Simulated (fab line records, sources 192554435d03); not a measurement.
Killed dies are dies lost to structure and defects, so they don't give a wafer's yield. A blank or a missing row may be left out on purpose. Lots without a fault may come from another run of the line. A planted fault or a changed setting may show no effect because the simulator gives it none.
Problem report in the 8D (eight disciplines) form, filled by code | flow n5_finfet | the parts of the form that need people (team, actions taken, sign-off) are left out

1. THE PROBLEM
barrier_field_endpoint_s at N5_BEOL_M1_CMP_52 reads a mean of 20.9 s on 6 wafers of 2 lots; wafers without a fault read 24.2 s with a standard deviation of 0.59. That is -5.6 standard deviations from the usual mean.
The step: polishes, stops on SiOC, t overpolish 6.8 s, target thk 40 nm.
First seen on wafer L837.4, day 9 09:45, on cmp-04. The record holds 27 wafers of 9 lots with a number at this step. Rule for "out", or "out of limits": more than 4 standard deviations from the usual mean. The other wafers with a number count as sound.

2. WHAT IT IS AND WHAT IT IS NOT
question                    | is                       | is not
which readings at this step | barrier_field_endpoint_s | motor_current_A
which lots                  | L837, L838               | L826, L832, L844, L845, L846, L847, L849
which wafers of those lots  | all that have a number   | -
read on which tools         | cmp-03, cmp-04           | cmp-02
when                        | from day 9 09:45         | up to then (6 sound wafers); but 15 sound wafers of L844, L845, L846, L847, L849 came after

3. SUSPECTS, AND WHAT RULES EACH OUT
Counting: a tool at a process step up to the reading stays a suspect if it ran every lot that is out and no sound lot after the first of them.
- cvd_co-02 at N5_BEOL_M1_CVD_47 (deposits Co from CCTBA/H2, target thk 3 nm, time 223.8 s): ruled out as a lasting fault. Sound lots L844, L845, L846, L847, L849 ran on it after its first lot that is out, L837 (day 9 06:48).
Left after counting: nothing in the record.

4. THE CAUSE (what the simulator had put in)
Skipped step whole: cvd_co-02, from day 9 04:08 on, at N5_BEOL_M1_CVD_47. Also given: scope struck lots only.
Counting ruled it out, wrongly: the rule takes a fault to strike every lot that its tool runs from its start on, and this one did not.

5. THE CHAIN OF EFFECTS, in route order
Each row: a reading whose mean over the struck wafers that have a number lies more than 3 standard deviations from the usual. Only readings for which the record gives a usual standard deviation are gone through. hours: the time from each lot's start at the first step in this table that gives one to its start at this step, as a median over the lots. sigmas: the change in usual standard deviations.
hours | step                    | reading                  | usual  | on struck wafers | change | sigmas
0     | N5_BEOL_M1_CMP_52       | barrier_field_endpoint_s | 24.2 s | 20.9             | -3.3   | -5.6
139   | N5_PASSIVATION_PROBE_49 | defect_limited_yield     | 91.0 % | 0.0              | -91.0  | -65
139   | N5_PASSIVATION_PROBE_49 | killed_at_M0_to_M3       | 35     | 1131             | +1096  | +99 or more
139   | N5_PASSIVATION_PROBE_49 | killed_dies              | 107    | 1180             | +1073  | +63
139   | N5_PASSIVATION_PROBE_49 | killed_on_rim            | 15     | 152              | +137   | +33
139   | N5_PASSIVATION_PROBE_49 | sort_bin_5_function      | 5.3 %  | 90.0             | +84.7  | +92
139   | N5_PASSIVATION_PROBE_49 | sort_bin_6_memory        | 3.3 %  | 9.8              | +6.5   | +9.9
139   | N5_PASSIVATION_PROBE_49 | sort_n_pass              | 1073   | 0                | -1073  | -63
139   | N5_PASSIVATION_PROBE_49 | sort_yield_pct           | 90.9 % | 0.0              | -90.9  | -65
The process steps in it:
- N5_BEOL_M1_CMP_52: polishes, stops on SiOC, t overpolish 6.8 s, target thk 40 nm.
- N5_PASSIVATION_PROBE_49
Readings that are blank on the struck wafers while sound wafers have them: chamber_pressure_Torr at N5_BEOL_M1_CVD_47; run_length_s at N5_BEOL_M1_CVD_47.

6. WHAT WOULD HAVE CAUGHT IT SOONER
In this record the first reading out of limits was taken at day 9 09:45, 6 hours after the fault began at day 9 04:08.
At N5_BEOL_M1_CVD_47 the tool's readings are blank on the struck wafers, where sound wafers have them: an empty tool record is the first sign, and it was there at once.
